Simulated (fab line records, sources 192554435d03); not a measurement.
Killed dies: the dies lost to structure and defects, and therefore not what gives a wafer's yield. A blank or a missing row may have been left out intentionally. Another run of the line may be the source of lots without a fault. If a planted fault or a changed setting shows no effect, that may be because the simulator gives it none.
Lot-split experiment / flow n5_finfet / 21 wafers read across 7 lots, on a route 1938 steps long

== THE SPLIT ==
At N5_BEOL_M5_TRENCH_ETCH_37 (etches SiCOH lowk in C4F6/O2, target depth 71.652 nm, time 24.7 s), the setting source_w was moved away from the recipe's 345 W on 10 of the 21 wafers read, by -12.0% to +12.0%. The other wafers ran this setting at the recipe's value.

== FROM THE SPLIT TO THE READING: what the file shows between them, 2 steps ==
- N5_BEOL_M5_ETCH_41: etches SiCN in CH3F/O2, target depth 31.5 nm, time 56.7 s (also split here: source_w)
- N5_BEOL_M5_STRIP_91: strips in N2/H2, time 10 s

== THE READING ==
trench_depth_nm, in nm, at N5_BEOL_M5_OCD_MEAS_38. Typical for fault-free wafers on this fab line: 71.5 nm, with standard deviation 1.3 nm.

wafer=L076.2; tool, chamber at the split=rie_diel-02, 3; source_w as run, W=304.6; against the recipe=-11.7%; trench_depth_nm, nm=65.7; against lot-mates on the recipe=-5.4
wafer=L076.4; tool, chamber at the split=rie_diel-02, 1; source_w as run, W=345; against the recipe=recipe; trench_depth_nm, nm=71.1; against lot-mates on the recipe=-
wafer=L076.6; tool, chamber at the split=rie_diel-02, 0; source_w as run, W=304.6; against the recipe=-11.7%; trench_depth_nm, nm=68.2; against lot-mates on the recipe=-2.9
wafer=L082.1; tool, chamber at the split=rie_diel-06, 2; source_w as run, W=345; against the recipe=recipe; trench_depth_nm, nm=71.7; against lot-mates on the recipe=-
wafer=L082.2; tool, chamber at the split=rie_diel-06, 0; source_w as run, W=386.3; against the recipe=+12.0%; trench_depth_nm, nm=76.3; against lot-mates on the recipe=+4.6
wafer=L082.4; tool, chamber at the split=rie_diel-06, 3; source_w as run, W=386.3; against the recipe=+12.0%; trench_depth_nm, nm=77.0; against lot-mates on the recipe=+5.3
wafer=L085.2; tool, chamber at the split=rie_diel-02, 2; source_w as run, W=345; against the recipe=recipe; trench_depth_nm, nm=69.0; against lot-mates on the recipe=-
wafer=L085.3; tool, chamber at the split=rie_diel-02, 1; source_w as run, W=345; against the recipe=recipe; trench_depth_nm, nm=70.6; against lot-mates on the recipe=-
wafer=L085.5; tool, chamber at the split=rie_diel-02, 2; source_w as run, W=345; against the recipe=recipe; trench_depth_nm, nm=69.8; against lot-mates on the recipe=-
wafer=L090.1; tool, chamber at the split=rie_diel-06, 3; source_w as run, W=381.8; against the recipe=+10.7%; trench_depth_nm, nm=77.9; against lot-mates on the recipe=+4.6
wafer=L090.2; tool, chamber at the split=rie_diel-06, 2; source_w as run, W=345; against the recipe=recipe; trench_depth_nm, nm=71.8; against lot-mates on the recipe=-
wafer=L090.6; tool, chamber at the split=rie_diel-06, 3; source_w as run, W=345; against the recipe=recipe; trench_depth_nm, nm=74.8; against lot-mates on the recipe=-
wafer=L091.1; tool, chamber at the split=rie_diel-01, 3; source_w as run, W=303.7; against the recipe=-12.0%; trench_depth_nm, nm=67.3; against lot-mates on the recipe=-4.5
wafer=L091.4; tool, chamber at the split=rie_diel-01, 0; source_w as run, W=345; against the recipe=recipe; trench_depth_nm, nm=71.8; against lot-mates on the recipe=-
wafer=L091.5; tool, chamber at the split=rie_diel-01, 3; source_w as run, W=303.7; against the recipe=-12.0%; trench_depth_nm, nm=66.8; against lot-mates on the recipe=-5.0
wafer=L096.3; tool, chamber at the split=rie_diel-06, 1; source_w as run, W=345; against the recipe=recipe; trench_depth_nm, nm=72.6; against lot-mates on the recipe=-
wafer=L096.5; tool, chamber at the split=rie_diel-06, 3; source_w as run, W=345; against the recipe=recipe; trench_depth_nm, nm=73.4; against lot-mates on the recipe=-
wafer=L096.6; tool, chamber at the split=rie_diel-06, 0; source_w as run, W=345; against the recipe=recipe; trench_depth_nm, nm=71.8; against lot-mates on the recipe=-
wafer=L095.4; tool, chamber at the split=rie_diel-01, 3; source_w as run, W=365.8; against the recipe=+6.0%; trench_depth_nm, nm=72.1; against lot-mates on the recipe=no lot-mate on the recipe
wafer=L095.5; tool, chamber at the split=rie_diel-01, 0; source_w as run, W=365.8; against the recipe=+6.0%; trench_depth_nm, nm=73.8; against lot-mates on the recipe=no lot-mate on the recipe
wafer=L095.6; tool, chamber at the split=rie_diel-01, 1; source_w as run, W=365.8; against the recipe=+6.0%; trench_depth_nm, nm=72.4; against lot-mates on the recipe=no lot-mate on the recipe

FIT RESULTS
A straight line over all 21 wafers: trench_depth_nm changes by +0.399 nm for each +1% of source_w; r = +0.90; the points scatter about the line by 1.5 nm.
The same after taking each lot's own level away (the mean of its wafers on the recipe; 18 wafers): +0.395 nm for each +1%; r = +0.96; scatter 0.83 nm.
That fit puts the effect of the largest move of source_w on the reading at 4.7 nm.
The lots' own levels span 69.80 to 73.30 nm, that is 2.7 times the standard deviation above.
Hence the lot-to-lot level has little effect on the slope; both slopes agree.
Check: with one of the wafers moved furthest among these (-12.0%) left out of the fit, the line predicts -4.66 nm for it against its lot-mates. It came out at -4.5 nm against them.
Tool readings at the split's step, against how far the setting was moved: rf_vpp_V r = -0.94.

== OTHER SPLITS APPLIED TO THESE WAFERS ==
Other splits were also applied to these wafers ahead of the reading. Each is held against what the fit with the lots' levels taken away leaves over:
other split on the same wafers=N5_BEOL_M5_EXPOSE_08 dose_mj; wafers away from the commonest value=6; r with trench_depth_nm (lot level and that fit taken away)=+0.24
other split on the same wafers=N5_BEOL_M5_ETCH_41 source_w; wafers away from the commonest value=6; r with trench_depth_nm (lot level and that fit taken away)=-0.02

== THE WHOLE CHAIN: every reading that the file lists as answering this split, in the file's order ==
step=N5_BEOL_M5_TRENCH_ETCH_37; what it does=etches SiCOH lowk in C4F6/O2, target depth 71.652 nm, time 24.7 s; reading=rf_vpp_V; change (the file's fit)=-3.62 V for each +1% of the setting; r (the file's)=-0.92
step=N5_BEOL_M5_TRENCH_ETCH_37; what it does=etches SiCOH lowk in C4F6/O2, target depth 71.652 nm, time 24.7 s; reading=BEOL_M5.feature_depth_nm (the simulator's own value, which no gauge read); change (the file's fit)=+0.428 nm for each +1% of the setting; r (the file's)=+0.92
step=N5_BEOL_M5_TRENCH_ETCH_37; what it does=etches SiCOH lowk in C4F6/O2, target depth 71.652 nm, time 24.7 s; reading=etch.depth_nm (the simulator's own value, which no gauge read); change (the file's fit)=+0.425 nm for each +1% of the setting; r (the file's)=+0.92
step=N5_BEOL_M5_OCD_MEAS_38; what it does=; reading=trench_depth_nm; change (the file's fit)=+0.398 nm for each +1% of the setting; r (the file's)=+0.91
step=N5_BEOL_M5_CMP_52; what it does=polishes, stops on SiCOH lowk, t overpolish 6.9 s, target thk 62 nm; reading=Cu_of_BEOL_M5_ECD_50.thk_nm (the simulator's own value, which no gauge read); change (the file's fit)=+0.486 nm for each +1% of the setting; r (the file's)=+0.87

== FILE'S OWN FIT ==
trench_depth_nm changes by +0.398 nm for each +1% of source_w, r = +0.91.
